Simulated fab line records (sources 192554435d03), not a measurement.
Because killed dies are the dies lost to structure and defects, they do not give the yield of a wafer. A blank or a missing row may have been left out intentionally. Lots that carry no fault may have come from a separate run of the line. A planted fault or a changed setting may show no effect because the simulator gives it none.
Chamber matching | flow n5 finfet | ald sin-03 running N5_BEOL_M1_ALD_98: 4 sister chambers
The step deposits SiO2, target thk 2.5 nm, pulse time 1 s, co reactant pulse time 1 s. 18 wafers are shown with their chamber, then 9 later ones without.

## WAFERS, EACH WITH ITS CHAMBER
wafer  | chamber | heater power w (W) | precursor pulse height rel
L079.4 | 3       | 74                 | 1.023
L079.5 | 2       | 88                 | 0.999
L079.6 | 1       | 72                 | 0.977
L081.1 | 1       | 71                 | 1.023
L081.2 | 0       | 75                 | 0.975
L081.3 | 3       | 72                 | 1.010
L081.4 | 2       | 88                 | 0.980
L081.5 | 3       | 73                 | 1.000
L081.6 | 2       | 89                 | 1.035
L080.2 | 0       | 76                 | 0.990
L080.3 | 2       | 90                 | 1.012
L080.6 | 1       | 73                 | 0.995
L086.1 | 2       | 89                 | 0.958
L086.4 | 3       | 72                 | 1.024
L086.5 | 3       | 71                 | 0.987
L090.1 | 0       | 75                 | 1.018
L090.5 | 2       | 89                 | 1.021
L090.6 | 1       | 72                 | 0.999

SIGNATURES, as means of the wafers listed above
reading                    | chamber 0 | chamber 1 | chamber 2 | chamber 3 | scatter within a chamber
heater power w             | 75.33     | 72.00     | 88.83     | 72.40     | 0.874
precursor pulse height rel | 0.99433   | 0.99850   | 1.00083   | 1.00880   | 0.0223
Rule: a wafer's distance from a chamber is the root of the sum, over the readings, of the square of ((its reading less the chamber's mean) divided by the reading's scatter). If the next closest chamber is less than 2 further off than the closest, the wafer can't be placed; otherwise it belongs to the closest. How the scatter is found: for the shown wafers, subtract from each reading the mean of its chamber, square and add these, divide the total by (wafers less chambers), then take the root.

## WAFERS WHOSE CHAMBER IS MISSING
wafer  | heater power w (W) | precursor pulse height rel
L096.1 | 74                 | 1.012
L096.2 | 74                 | 1.021
L096.3 | 88                 | 0.968
L096.4 | 74                 | 1.032
L096.5 | 75                 | 0.991
L096.6 | 73                 | 1.003
L097.1 | 73                 | 0.980
L097.2 | 88                 | 0.966
L097.5 | 90                 | 0.978

## CHAMBER TAKEN BY EACH
wafer  | from the rows above          | in truth
L096.1 | can't be placed: 0 or 3 or 1 | 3
L096.2 | can't be placed: 3 or 0 or 1 | 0
L096.3 | 2                            | 2
L096.4 | can't be placed: 3 or 0 or 1 | 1
L096.5 | 0                            | 0
L096.6 | can't be placed: 3 or 1 or 0 | 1
L097.1 | can't be placed: 1 or 3 or 0 | 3
L097.2 | 2                            | 2
L097.5 | 2                            | 2
Placed correctly: 4 of 9. These rows do not allow placing 5 (true chamber among the candidates in 5). Number placed wrongly: 0.
